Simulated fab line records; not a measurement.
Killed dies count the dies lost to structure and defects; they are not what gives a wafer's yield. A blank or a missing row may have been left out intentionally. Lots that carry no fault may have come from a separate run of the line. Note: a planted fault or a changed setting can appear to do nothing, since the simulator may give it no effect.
Chamber matching + flow n5_finfet + pecvd-04 running N5_BEOL_M8_PECVD_70: 3 sister chambers
The step deposits SiO2 from TEOS/O2, target thk 20 nm, time 22.7 s. 6 wafers are shown with their chamber, then 11 later ones without.

== WAFERS WITH THEIR CHAMBER ==
| wafer  | chamber | showerhead_plenum_p_Torr (Torr) | throttle_valve_pct (%) |
|--------|---------|---------------------------------|------------------------|
| L085.2 | 2       | 8.66                            | 23.4                   |
| L085.5 | 1       | 8.70                            | 21.9                   |
| L087.2 | 0       | 8.78                            | 23.4                   |
| L087.4 | 2       | 8.67                            | 23.5                   |
| L087.6 | 0       | 8.77                            | 23.0                   |
| L088.1 | 1       | 8.75                            | 21.6                   |

== WAFERS MISSING THEIR CHAMBER ==
| wafer  | showerhead_plenum_p_Torr (Torr) | throttle_valve_pct (%) |
|--------|---------------------------------|------------------------|
| L088.5 | 8.64                            | 23.1                   |
| L088.6 | 8.77                            | 22.8                   |
| L089.2 | 8.72                            | 21.6                   |
| L089.4 | 8.77                            | 23.1                   |
| L089.6 | 8.73                            | 21.7                   |
| L090.1 | 8.66                            | 23.6                   |
| L090.2 | 8.76                            | 22.7                   |
| L090.6 | 8.79                            | 23.3                   |
| L097.1 | 8.65                            | 23.6                   |
| L097.4 | 8.67                            | 23.6                   |
| L097.6 | 8.78                            | 23.2                   |

== CHAMBER TAKEN BY EACH ==
| wafer  | from the rows above | in truth |
|--------|---------------------|----------|
| L088.5 | 2                   | 2        |
| L088.6 | 0                   | 0        |
| L089.2 | 1                   | 1        |
| L089.4 | 0                   | 0        |
| L089.6 | 1                   | 1        |
| L090.1 | 2                   | 2        |
| L090.2 | 0                   | 0        |
| L090.6 | 0                   | 0        |
| L097.1 | 2                   | 2        |
| L097.4 | 2                   | 2        |
| L097.6 | 0                   | 0        |
Correctly placed: 11 of 11. From these rows, 0 cannot be placed. Placed wrongly: 0.
How it was worked out, from the rows above alone: a wafer's distance from a chamber is the root of the sum, over the readings, of the square of ((its reading less the chamber's mean) divided by the reading's scatter). The wafer belongs to the nearest chamber; if the next one is less than 2 further off, it can't be placed. The mean given for a chamber averages the wafers shown for that chamber. The scatter is the square root of a quotient: the sum, over the shown wafers, of each reading's squared deviation from its chamber's mean, divided by wafers minus chambers.
